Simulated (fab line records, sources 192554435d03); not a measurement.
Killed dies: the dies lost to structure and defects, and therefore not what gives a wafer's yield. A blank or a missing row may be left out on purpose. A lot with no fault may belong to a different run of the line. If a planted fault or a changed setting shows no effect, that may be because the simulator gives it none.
Chamber matching    flow n5-finfet    rie-diel-02 running N5_HKMG_FIN_ETCH_32: 4 sister chambers
The step etches SOC in N2/H2, target depth 240 nm, time 300 s. 8 wafers are shown with their chamber, then 12 later ones without.

WAFERS PAIRED WITH THEIR CHAMBERS
wafer   chamber  drypump-motor-current-A (A)  oes-product-au (a.u.)
L081.4  3        6.4                          0.87
L086.3  0        5.0                          0.70
L087.5  0        5.1                          0.71
L089.2  3        6.4                          0.87
L089.6  1        5.8                          0.67
L090.1  2        5.3                          0.93
L090.5  2        5.3                          0.93
L090.6  1        5.9                          0.67

WAFERS WITH NO CHAMBER GIVEN
wafer   drypump-motor-current-A (A)  oes-product-au (a.u.)
L091.1  6.4                          0.84
L091.5  5.1                          0.70
L091.6  6.4                          0.85
L092.1  5.3                          0.92
L092.3  5.1                          0.70
L092.4  6.4                          0.84
L095.3  5.3                          0.89
L095.4  5.1                          0.69
L095.6  5.9                          0.95
L096.1  5.1                          0.69
L096.5  6.4                          0.84
L096.6  5.1                          0.69

EACH ONE'S CHAMBER
wafer    from the rows above   in truth
L091.1   3                     3
L091.5   0                     0
L091.6   3                     3
L092.1   2                     2
L092.3   0                     0
L092.4   3                     3
L095.3   2                     2
L095.4   0                     0
L095.6   2                     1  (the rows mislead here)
L096.1   0                     0
L096.5   3                     3
L096.6   0                     0
Correct placement for 11 of the 12. Number that these rows cannot place: 0. Wrongly placed: 1.
How it was worked out, from the rows above alone: a wafer's distance from a chamber is the root of the sum, over the readings, of the square of ((its reading less the chamber's mean) divided by the reading's scatter). If the next closest chamber is less than 2 further off than the closest, the wafer can't be placed; otherwise it belongs to the closest. The mean given for a chamber averages the wafers shown for that chamber. The scatter is the square root of a quotient: the sum, over the shown wafers, of each reading's squared deviation from its chamber's mean, divided by wafers minus chambers.
